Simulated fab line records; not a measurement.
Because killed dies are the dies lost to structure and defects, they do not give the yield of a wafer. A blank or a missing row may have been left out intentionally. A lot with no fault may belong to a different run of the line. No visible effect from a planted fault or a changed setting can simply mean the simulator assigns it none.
fab line records	flow n5-finfet
record lots=7	wafers=21	last-day=18
route steps=1938 shown HKMG_FIN@394
lots with no fault: from the same line, run without faults
start-h: hours from the record's first day to the start of the lot's first wafer shown	wait-h: time in hours since the lot's previous step	" same as the row above	L1.1+2: one row covering several wafers at once	- either no value or no given start	* or withheld: withheld	< > ~ a bound
route shown NAME@n: names a module that has steps shown in the file, with the first one's number in the route	usual: mean and standard deviation over wafers with no fault	same: alike in all rows	chamber/n: place in a boat	sites: each site's reading	_std_site: their standard deviation	_edge_site: the outer-site mean with the inner-site mean subtracted	radius-mm: how far each site lies from the wafer's centre	mask NAME#n: copy n	behind: the most recent tool/chamber to have shaped the wafer	hold: what put the lot on hold/how long, in hours/how the hold closed	device: whichever transistor did not switch (one of n, p or np)	end of line: the tests these same wafers got at the end of their route	where a step has no rows: the recipe by itself	killed: at the first sort, the dies lost to defects and structure; wafer yield is something else	map: the dies of a wafer, with x for killed, . for not killed, _ for no die there
set.NAME: the run value of the setting; set.NAME@STEP: its run value at that earlier step	model.NAME: the simulator's own value behind a step, which no gauge read
certain route steps with their lots: each step a table, each wafer a row
services: a tool's chamber out of use, with start hour (start-h, from the record's first day; less than 0 if before it), hours out, and reason
## steps
# step N5_HKMG_FIN_SOFTBAKE_44
# recipe temp-c=110	time-s=60	resist=CAR-ArF
# step N5_HKMG_FIN_EXPOSE_46
# recipe mask-id=NDIPOLE	na=1.35	source-shape=conventional	sigma-outer=0.8	polarization=unpolarized	dose-mj=40
# step N5_HKMG_FIN_PEB_47
# recipe peb-temp-c=withheld	peb-time-s=60	resist=CAR-ArF
# step N5_HKMG_FIN_DEVELOP_48
# recipe develop-time-s=30	developer=TMAH	resist=CAR-ArF	rinse-liquid=diw	dry=air-spin	dev-temp-c=23
# step N5_HKMG_FIN_CD_MEAS_49
# recipe target-cd-nm=202	landing-energy-ev=500	detector=se-inlens	polarity=opening
# usual cd-nm=201.2/0.72
lot.wafer	tool	chamber	start-h	wait-h	cd-nm
L444.3	cd-sem-01	0	96.07	-	200.2
L444.4	"	0	"	"	202.4
L444.5	"	0	"	"	200.8
L450.2	cd-sem-01	0	127.43	-	201.9
L450.3	"	0	"	"	201.7
L450.4	"	0	"	"	201.6
L454.1	cd-sem-01	0	150.42	-	200.9
L454.3	"	0	"	"	200.9
L454.4	"	0	"	"	200.5
L455.2	cd-sem-03	0	156.86	-	201.4
L455.3	"	0	"	"	200.8
L455.6	"	0	"	"	201.6
L461.1	cd-sem-03	0	195.10	-	200.3
L461.4	"	0	"	"	200.0
L461.5	"	0	"	"	200.7
L463.1	cd-sem-01	0	205.36	-	200.8
L463.2	"	0	"	"	200.8
L463.3	"	0	"	"	201.1
L464.1	cd-sem-02	0	213.13	-	201.5
L464.4	"	0	"	"	201.4
L464.5	"	0	"	"	201.2
# step N5_HKMG_FIN_OVL_MEAS_50
# recipe points-per-wafer=44
# usual NDIPOLE_OVL=0.1/0.69
lot.wafer	tool	chamber	start-h	wait-h	NDIPOLE_OVL[nm]
L444.3	overlay-02	0	96.10	0.0	-0.5
L444.4	"	0	"	"	-1.0
L444.5	"	0	"	"	0.0
L450.2	overlay-01	0	127.46	0.0	-0.6
L450.3	"	0	"	"	-1.9
L450.4	"	0	"	"	0.1
L454.1	overlay-01	0	150.45	0.0	1.0
L454.3	"	0	"	"	-0.1
L454.4	"	0	"	"	-0.2
L455.2	overlay-01	0	156.89	0.0	0.2
L455.3	"	0	"	"	0.9
L455.6	"	0	"	"	-1.5
L461.1	overlay-01	0	195.13	0.0	0.2
L461.4	"	0	"	"	-0.1
L461.5	"	0	"	"	0.2
L463.1	overlay-01	0	205.39	0.0	-0.7
L463.2	"	0	"	"	-0.5
L463.3	"	0	"	"	-0.2
L464.1	overlay-02	0	213.16	0.0	0.3
L464.4	"	0	"	"	-0.3
L464.5	"	0	"	"	0.5
# step N5_HKMG_FIN_INSPECT_61
# recipe mode=adi	inspect-instrument=macro
# usual raw-defect-count=2.1/1.6
lot.wafer	tool	chamber	start-h	wait-h	raw-defect-count
L444.3	defect-inspect-02	-	96.12	0.0	4
L444.4	"	-	"	"	1
L444.5	"	-	"	"	2
L450.2	defect-inspect-01	-	127.48	0.0	2
L450.3	"	-	"	"	0
L450.4	"	-	"	"	1
L454.1	defect-inspect-01	-	150.47	0.0	1
L454.3	"	-	"	"	1
L454.4	"	-	"	"	2
L455.2	defect-inspect-02	-	156.91	0.0	1
L455.3	"	-	"	"	2
L455.6	"	-	"	"	1
L461.1	defect-inspect-02	-	195.16	0.0	1
L461.4	"	-	"	"	2
L461.5	"	-	"	"	2
L463.1	defect-inspect-02	-	205.42	0.0	3
L463.2	"	-	"	"	2
L463.3	"	-	"	"	2
L464.1	defect-inspect-01	-	213.19	0.0	0
L464.4	"	-	"	"	2
L464.5	"	-	"	"	3
# step N5_HKMG_FIN_DESCUM_53
# recipe chemistry=O2	time-s=7.9	source-power-w=50	bias-power-w=20	pressure-mtorr=20	rf-frequency-hz=2.712e+07	temp-c=40	resist=CAR-ArF	o2-flow-sccm=225
# usual drypump-motor-current-A=5.9/0.45	oes-product-au=0.78/0.077	rf-vpp-V=243.2/1.4	showerhead-plenum-p-Torr=2.09/0.063	throttle-valve-pct=20.39/0.18
lot.wafer	tool	chamber	start-h	wait-h	drypump-motor-current-A	oes-product-au	rf-hours-counter-h	rf-vpp-V	showerhead-plenum-p-Torr	throttle-valve-pct
L444.3	rie-diel-04	2	96.16	0.0	6.0	0.87	43	244.7	2.20	20.24
L444.4	"	1	"	"	5.9	0.71	222	244.2	2.15	20.44
L444.5	"	2	"	"	6.0	0.88	-	245.6	2.20	20.24
L450.2	rie-diel-02	0	127.54	0.1	5.8	0.73	161	241.5	2.02	20.38
L450.3	"	2	"	"	5.9	0.71	220	242.8	2.06	20.39
L450.4	"	3	"	"	6.8	0.68	215	243.6	2.05	20.78
L454.1	rie-diel-04	1	150.81	0.3	5.9	0.71	242	243.6	2.14	20.48
L454.3	"	0	"	"	5.9	0.91	26	244.1	2.21	20.48
L454.4	"	3	"	"	5.8	0.70	236	241.1	1.98	20.21
L455.2	rie-diel-04	3	156.95	0.0	5.8	0.68	238	242.5	1.98	20.22
L455.3	"	1	"	"	5.9	0.70	245	242.8	2.14	20.47
L455.6	"	2	"	"	6.0	0.85	-	246.3	2.20	20.30
L461.1	rie-diel-04	0	195.19	0.0	5.9	0.86	48	244.4	2.20	20.51
L461.4	"	1	"	"	5.8	0.96	-	243.6	2.13	20.14
L461.5	"	0	"	"	5.9	0.87	-	244.3	2.21	20.52
L463.1	rie-diel-02	2	205.45	0.0	5.9	0.70	247	242.1	2.05	20.43
L463.2	"	3	"	"	6.8	0.68	242	242.7	2.04	20.83
L463.3	"	0	"	"	5.8	0.71	188	241.2	2.01	20.43
L464.1	rie-diel-02	3	213.22	0.0	6.8	0.67	245	243.5	2.04	20.85
L464.4	"	1	"	"	6.3	0.83	-	243.0	2.12	20.46
L464.5	"	0	"	"	5.8	0.71	-	241.6	2.01	20.44
# step N5_HKMG_FIN_ETCH_54
# recipe chemistry=CF4	target=SiARC	target-depth-a=455	mask-material=CAR-ArF	time-s=75.8	ion-energy-ev=80	pressure-mtorr=40	source-w=545	bias-w=36	Ar_flow_sccm=100	cf4-flow-sccm=100	ends=cleared
# usual bias-w=35.99/0.11	drypump-motor-current-A=5.9/0.45	etch-rf-on-time-s=77.1/2	oes-product-au=0.66/0.064	rf-vpp-V=184.1/1.1	showerhead-plenum-p-Torr=2.14/0.065	throttle-valve-pct=15.58/0.18
lot.wafer	tool	chamber	start-h	wait-h	bias-w	drypump-motor-current-A	etch-rf-on-time-s	oes-product-au	rf-hours-counter-h	rf-vpp-V	showerhead-plenum-p-Torr	throttle-valve-pct
L444.3	rie-diel-04	2	96.19	0.0	35.89	5.9	74.7	0.75	43	186.0	2.26	15.49
L444.4	"	1	"	"	35.99	5.9	80.1	0.60	222	187.1	2.19	15.70
L444.5	"	2	"	"	36.07	6.0	75.0	0.75	-	186.6	2.26	15.47
L450.2	rie-diel-02	0	127.57	0.0	35.88	5.8	77.7	0.63	161	184.2	2.04	15.44
L450.3	"	2	"	"	35.88	5.9	75.6	0.61	220	183.0	2.14	15.78
L450.4	"	3	"	"	36.07	6.8	80.6	0.57	215	184.5	2.11	16.01
L454.1	rie-diel-04	1	150.84	0.0	35.94	5.8	79.3	0.59	242	184.4	2.18	15.71
L454.3	"	0	"	"	36.11	5.9	77.2	0.76	26	185.8	2.24	15.53
L454.4	"	3	"	"	36.06	5.8	72.5	0.60	236	183.1	2.04	15.52
L455.2	rie-diel-04	3	156.98	0.0	35.93	5.8	73.4	0.60	238	183.9	2.04	15.52
L455.3	"	1	"	"	35.92	5.8	81.0	0.58	245	184.5	2.18	15.74
L455.6	"	2	"	"	35.92	5.9	76.1	0.72	-	185.5	2.26	15.54
L461.1	rie-diel-04	0	195.22	0.0	35.87	5.9	78.8	0.73	48	185.5	2.23	15.56
L461.4	"	1	"	"	35.97	5.9	76.7	0.80	-	183.1	2.18	15.27
L461.5	"	0	"	"	35.99	5.9	77.5	0.73	-	184.8	2.23	15.57
L463.1	rie-diel-02	2	205.49	0.0	35.88	5.9	75.1	0.60	247	182.9	2.13	15.85
L463.2	"	3	"	"	35.81	6.8	79.1	0.56	242	183.5	2.10	16.07
L463.3	"	0	"	"	35.99	5.8	77.3	0.61	188	184.4	2.03	15.49
L464.1	rie-diel-02	3	213.26	0.0	36.20	6.8	79.4	0.56	245	183.6	2.10	16.10
L464.4	"	1	"	"	35.89	6.3	77.0	0.70	-	184.5	2.17	15.57
L464.5	"	0	"	"	35.80	5.8	77.6	0.61	-	182.5	2.03	15.51
# step N5_HKMG_FIN_ETCH_55
# recipe chemistry=N2/H2	target=SOC	target-depth-a=2400	temp-c=40	time-s=300	ion-energy-ev=200	mask-material=SiARC	pressure-mtorr=30	source-w=840	bias-w=150	n2-flow-sccm=200	h2-flow-sccm=200
# usual bias-w=150.0/0.47	drypump-motor-current-A=5.9/0.45	n2-flow-sccm=200.0/0.6	oes-product-au=0.77/0.074	rf-vpp-V=524.0/2.6	showerhead-plenum-p-Torr=2.54/0.089	throttle-valve-pct=17.80/0.21
lot.wafer	tool	chamber	start-h	wait-h	bias-w	drypump-motor-current-A	n2-flow-sccm	oes-product-au	rf-hours-counter-h	rf-vpp-V	showerhead-plenum-p-Torr	throttle-valve-pct
L444.3	rie-diel-04	2	96.25	0.0	150.5	5.9	199.7	0.88	43	527.2	2.69	17.75
L444.4	"	1	"	"	149.8	5.8	199.0	0.69	222	526.4	2.61	17.92
L444.5	"	2	"	"	150.9	5.9	200.2	0.87	-	527.9	2.69	17.76
L450.2	rie-diel-02	0	127.63	0.0	149.9	5.8	200.3	0.73	161	519.5	2.42	17.58
L450.3	"	2	"	"	149.3	5.9	200.1	0.72	220	523.0	2.49	17.64
L450.4	"	3	"	"	149.6	6.8	200.1	0.67	215	524.4	2.50	18.21
L454.1	rie-diel-04	1	150.90	0.0	150.5	5.8	200.7	0.68	242	525.4	2.61	17.94
L454.3	"	0	"	"	150.8	5.9	200.4	0.89	26	528.4	2.72	18.12
L454.4	"	3	"	"	149.9	5.8	199.7	0.70	236	520.1	2.41	17.61
L455.2	rie-diel-04	3	157.04	0.0	149.3	5.8	200.4	0.70	238	519.5	2.41	17.59
L455.3	"	1	"	"	150.4	5.9	199.9	0.68	245	525.6	2.60	17.95
L455.6	"	2	"	"	149.0	5.9	199.9	0.85	-	527.4	2.68	17.78
L461.1	rie-diel-04	0	195.28	0.0	149.2	5.9	200.3	0.83	48	528.0	2.71	18.15
L461.4	"	1	"	"	149.8	5.9	199.5	0.93	-	526.6	2.60	17.55
L461.5	"	0	"	"	149.4	5.9	199.4	0.85	-	528.1	2.71	18.14
L463.1	rie-diel-02	2	205.54	0.0	149.7	5.9	200.5	0.69	247	522.2	2.48	17.69
L463.2	"	3	"	"	149.7	6.8	200.1	0.66	242	522.1	2.49	18.26
L463.3	"	0	"	"	150.6	5.8	200.1	0.71	188	521.3	2.41	17.64
L464.1	rie-diel-02	3	213.31	0.0	150.5	6.8	199.8	0.66	246	522.1	2.49	18.27
L464.4	"	1	"	"	149.4	6.4	200.1	0.82	-	524.1	2.57	17.71
L464.5	"	0	"	"	149.7	5.7	200.7	0.70	-	521.8	2.41	17.64
# step N5_HKMG_FIN_STRIP_56
# recipe chemistry=N2/H2	temp-c=40	n2-flow-sccm=200	h2-flow-sccm=200	rf-frequency-hz=6e+07
# step N5_HKMG_FIN_STRIP_57
# recipe chemistry=CF4	resist=SiARC	power-w=300	bias-power-w=75	pressure-mtorr=50	cf4-flow-sccm=150	rf-frequency-hz=6e+07
# usual drypump-motor-current-A=5.9/0.46	oes-product-au=0.77/0.074	rf-vpp-V=271.3/1.5	showerhead-plenum-p-Torr=1.79/0.052	throttle-valve-pct=13.56/0.19
lot.wafer	tool	chamber	start-h	wait-h	drypump-motor-current-A	oes-product-au	rf-hours-counter-h	rf-vpp-V	showerhead-plenum-p-Torr	throttle-valve-pct
L444.3	rie-diel-04	2	96.44	0.0	5.9	0.86	43	273.7	1.90	13.46
L444.4	"	1	"	"	5.8	0.71	222	272.3	1.81	13.65
L444.5	"	2	"	"	5.9	0.85	-	272.3	1.90	13.46
L450.2	rie-diel-02	0	127.82	0.0	5.8	0.73	161	269.3	1.72	13.52
L450.3	"	2	"	"	5.9	0.70	220	270.5	1.79	13.75
L450.4	"	3	"	"	6.8	0.69	215	271.1	1.76	13.98
L454.1	rie-diel-04	1	151.09	0.0	5.9	0.70	242	270.8	1.81	13.70
L454.3	"	0	"	"	5.9	0.89	26	273.5	1.88	13.48
L454.4	"	3	"	"	5.8	0.68	236	268.0	1.72	13.57
L455.2	rie-diel-04	3	157.23	0.0	5.8	0.68	238	269.3	1.72	13.57
L455.3	"	1	"	"	5.8	0.70	245	269.5	1.81	13.72
L455.6	"	2	"	"	6.0	0.84	-	273.4	1.90	13.53
L461.1	rie-diel-04	0	195.47	0.0	5.9	0.87	48	272.9	1.87	13.54
L461.4	"	1	"	"	5.9	0.93	-	270.6	1.81	13.16
L461.5	"	0	"	"	5.9	0.86	-	273.5	1.87	13.55
L463.1	rie-diel-02	2	205.73	0.0	5.9	0.69	247	272.1	1.78	13.81
L463.2	"	3	"	"	6.8	0.67	242	272.0	1.75	14.06
L463.3	"	0	"	"	5.8	0.72	188	269.2	1.72	13.56
L464.1	rie-diel-02	3	213.50	0.0	6.8	0.67	246	271.7	1.75	14.05
L464.4	"	1	"	"	6.3	0.82	-	269.5	1.81	13.45
L464.5	"	0	"	"	5.8	0.71	-	269.7	1.72	13.56
# step N5_HKMG_FIN_ETCH_58
# recipe chemistry=N2/H2	target=SOC	target-depth-a=2158	ion-energy-ev=50	bias-w=13	time-s=741	pressure-mtorr=30	source-w=875	n2-flow-sccm=200	h2-flow-sccm=200
# usual bias-w=13.00/0.038	drypump-motor-current-A=5.9/0.45	n2-flow-sccm=200.0/0.62	oes-product-au=0.77/0.074	rf-vpp-V=99.1/0.97	showerhead-plenum-p-Torr=2.54/0.089	throttle-valve-pct=17.75/0.21
lot.wafer	tool	chamber	start-h	wait-h	bias-w	drypump-motor-current-A	n2-flow-sccm	oes-product-au	rf-hours-counter-h	rf-vpp-V	showerhead-plenum-p-Torr	throttle-valve-pct	model.etch.depth-nm	model.HKMG_FIN.feature-depth-nm	model.SOC_of_HKMG_FIN_COAT_41.thk-nm
L444.3	rie-diel-04	2	96.46	0.0	13.01	6.0	199.7	0.88	43	100.7	2.69	17.71	218.1	218.2	83
L444.4	"	1	"	"	13.01	5.8	200.1	0.70	222	100.0	2.61	17.85	203.2	203.2	98
L444.5	"	2	"	"	13.07	6.0	200.0	0.87	-	98.7	2.69	17.70	216.2	216.2	85.4
L450.2	rie-diel-02	0	127.84	0.0	12.93	5.8	200.1	0.73	161	97.5	2.42	17.52	210.8	210.8	90.4
L450.3	"	2	"	"	13.00	5.8	198.5	0.72	220	99.1	2.49	17.62	216.4	216.4	84.6
L450.4	"	3	"	"	12.96	6.8	199.4	0.67	215	97.7	2.50	18.17	204.6	204.6	96.8
L454.1	rie-diel-04	1	151.11	0.0	14.66	5.9	200.0	0.70	242	107.9	2.61	17.90	215.4	215.4	84.8
L454.3	"	0	"	"	14.65	5.9	200.5	0.92	26	108.5	2.72	18.06	219.7	219.6	80.8
L454.4	"	3	"	"	14.65	5.8	199.4	0.72	236	103.9	2.41	17.55	233.6	233.6	67.6
L455.2	rie-diel-04	3	157.25	0.0	14.60	5.8	200.2	0.72	238	107.7	2.41	17.55	234.4	234.4	66.6
L455.3	"	1	"	"	14.62	5.9	199.6	0.72	245	108.2	2.60	17.90	218.4	218.4	82.8
L455.6	"	2	"	"	14.57	6.0	200.2	0.87	-	109.2	2.68	17.74	229.5	229.4	71.6
L461.1	rie-diel-04	0	195.49	0.0	14.69	5.9	199.6	0.87	48	108.0	2.71	18.09	217.8	217.8	82
L461.4	"	1	"	"	14.63	5.8	200.9	0.97	-	107.7	2.60	17.48	225.7	225.8	75
L461.5	"	0	"	"	14.66	5.9	198.7	0.88	-	109.5	2.71	18.09	220	220	80.6
L463.1	rie-diel-02	2	205.75	0.0	13.01	5.9	199.8	0.70	248	100.2	2.48	17.65	216.7	216.8	84
L463.2	"	3	"	"	12.96	6.8	201.5	0.66	242	98.9	2.49	18.21	207.4	207.4	93.2
L463.3	"	0	"	"	13.02	5.8	199.2	0.71	188	99.3	2.41	17.59	211	211	89.6
L464.1	rie-diel-02	3	213.52	0.0	13.05	6.8	199.5	0.66	246	98.5	2.49	18.22	208.9	208.8	92.2
L464.4	"	1	"	"	12.95	6.3	200.5	0.82	-	99.3	2.57	17.66	212.4	212.4	88.6
L464.5	"	0	"	"	13.02	5.8	199.0	0.71	-	99.7	2.41	17.60	209.2	209.2	91.2
# step N5_HKMG_FIN_STRIP_93
# recipe chemistry=N2/H2	material=SOC	time-s=20	power-w=500	temp-c=40	pressure-mtorr=50	rf-frequency-hz=6e+07	bias-power-w=8	h2-frac=0.5	n2-flow-sccm=300	h2-flow-sccm=300
# usual drypump-motor-current-A=5.9/0.45	n2-flow-sccm=300.1/0.91	oes-product-au=0.77/0.077	rf-vpp-V=54.3/0.88	showerhead-plenum-p-Torr=3.36/0.11	throttle-valve-pct=19.0/0.41
lot.wafer	tool	chamber	start-h	wait-h	drypump-motor-current-A	n2-flow-sccm	oes-product-au	rf-hours-counter-h	rf-vpp-V	showerhead-plenum-p-Torr	throttle-valve-pct	model.SOC_of_HKMG_FIN_COAT_41.thk-nm
L444.3	rie-diel-04	2	96.88	0.2	6.0	301.0	0.90	43	54.1	3.55	19.1	72.4
L444.4	"	1	"	"	5.8	298.9	0.70	222	53.9	3.45	19.0	88.4
L444.5	"	2	"	"	6.0	302.2	0.87	-	53.7	3.55	19.1	75
L450.2	rie-diel-02	0	128.27	0.2	5.8	300.9	0.73	161	51.8	3.20	18.8	80.6
L450.3	"	2	"	"	5.9	299.5	0.71	220	54.7	3.29	18.5	74.2
L450.4	"	3	"	"	6.8	299.7	0.66	215	55.8	3.30	19.2	87.2
L454.1	rie-diel-04	1	151.53	0.2	5.8	299.3	0.68	242	56.0	3.44	19.0	75
L454.3	"	0	"	"	5.9	298.6	0.90	26	54.6	3.58	19.6	70.6
L454.4	"	3	"	"	5.8	301.1	0.70	236	54.1	3.19	18.5	57
L455.2	rie-diel-04	3	157.67	0.2	5.8	300.9	0.70	239	53.9	3.19	18.5	56.2
L455.3	"	1	"	"	5.8	298.4	0.68	245	53.9	3.44	19.0	73.2
L455.6	"	2	"	"	6.0	301.4	0.85	-	55.1	3.53	19.2	61.4
L461.1	rie-diel-04	0	195.92	0.2	5.9	299.9	0.85	48	55.3	3.57	19.6	72.2
L461.4	"	1	"	"	5.9	300.1	0.94	-	54.9	3.43	18.6	64.8
L461.5	"	0	"	"	5.9	300.6	0.85	-	54.0	3.57	19.6	70.6
L463.1	rie-diel-02	2	206.18	0.2	5.8	301.4	0.69	248	55.3	3.28	18.6	73.8
L463.2	"	3	"	"	6.8	300.0	0.66	242	54.0	3.29	19.3	83.6
L463.3	"	0	"	"	5.7	299.7	0.71	188	55.7	3.19	18.8	79.8
L464.1	rie-diel-02	3	213.95	0.2	6.8	300.0	0.65	246	54.8	3.29	19.3	82.4
L464.4	"	1	"	"	6.3	300.8	0.84	-	55.2	3.39	18.6	78.2
L464.5	"	0	"	"	5.8	300.0	0.70	-	52.9	3.18	18.8	81.2
# step N5_HKMG_FIN_WET_ETCH_76
# recipe chemistry=dNH4OH	mix=1:50	temp-c=25	target=Al2O3	stop-on=La2O3	target-depth-nm=2.25	dry=ipa-marangoni	rinse-time-s=30	rinse-temp-c=23
## services
tool	chamber	start-h	hours	kind
rie-diel-02	2	98.16	2.6	repair
rie-diel-02	3	114.24	1.8	repair
rie-diel-04	-	137.64	1.0	repair
rie-diel-02	-	158.13	14.6	pm
rie-diel-04	1	166.78	-	clean
rie-diel-04	1	166.78	-	consumable-replace:focus-ring
rie-diel-04	1	166.78	21.4	scheduled-down
rie-diel-04	1	166.78	21.4	vent-cycle
rie-diel-04	3	188.31	-	clean
rie-diel-04	3	188.31	-	consumable-replace:focus-ring
rie-diel-04	3	188.31	-	consumable-replace:showerhead
rie-diel-04	3	188.31	15.4	scheduled-down
rie-diel-04	3	188.31	15.4	vent-cycle
rie-diel-02	2	211.37	-	clean
rie-diel-02	2	211.37	-	consumable-replace:focus-ring
rie-diel-02	2	211.37	23.8	scheduled-down
rie-diel-02	2	211.37	23.8	vent-cycle
## key
first-sign step=N5_HKMG_FIN_ETCH_58	reading=bias-w	direction=up	sigmas=43	usual=*	struck=*
effect step=N5_HKMG_FIN_ETCH_58	reading=rf-vpp-V	direction=up	sigmas=8.9	usual=99.1	struck=107.9
model-effect step=N5_HKMG_FIN_ETCH_58	value=etch.depth-nm	without=212.8	struck=223.8
model-effect step=N5_HKMG_FIN_STRIP_93	value=SOC_of_HKMG_FIN_COAT_41.thk-nm	without=77.76	struck=66.78
met-at N5_HKMG_FIN_ETCH_58
struck-wafers L454.1,L454.3,L454.4,L455.2,L455.3,L455.6,L461.1,L461.4,L461.5
tester-left-out L454,L455,L461
onset-between 96.46 151.11
fault kind=process-parameter-drift	tool=rie-diel-04	chamber=-	onset-h=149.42	steps=N5_HKMG_FIN_ETCH_58	channel=bias-w	offset=*	shape=step	end-h=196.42	acts-in=*	stated=*
# tester-left-out: of these lots the tester's yield and bins aren't shown, on N5 and GAA mostly nor the transistor test; their killed dies are dies lost to structure and defects alone, not to doping, threshold or leakage, so they don't give the yield
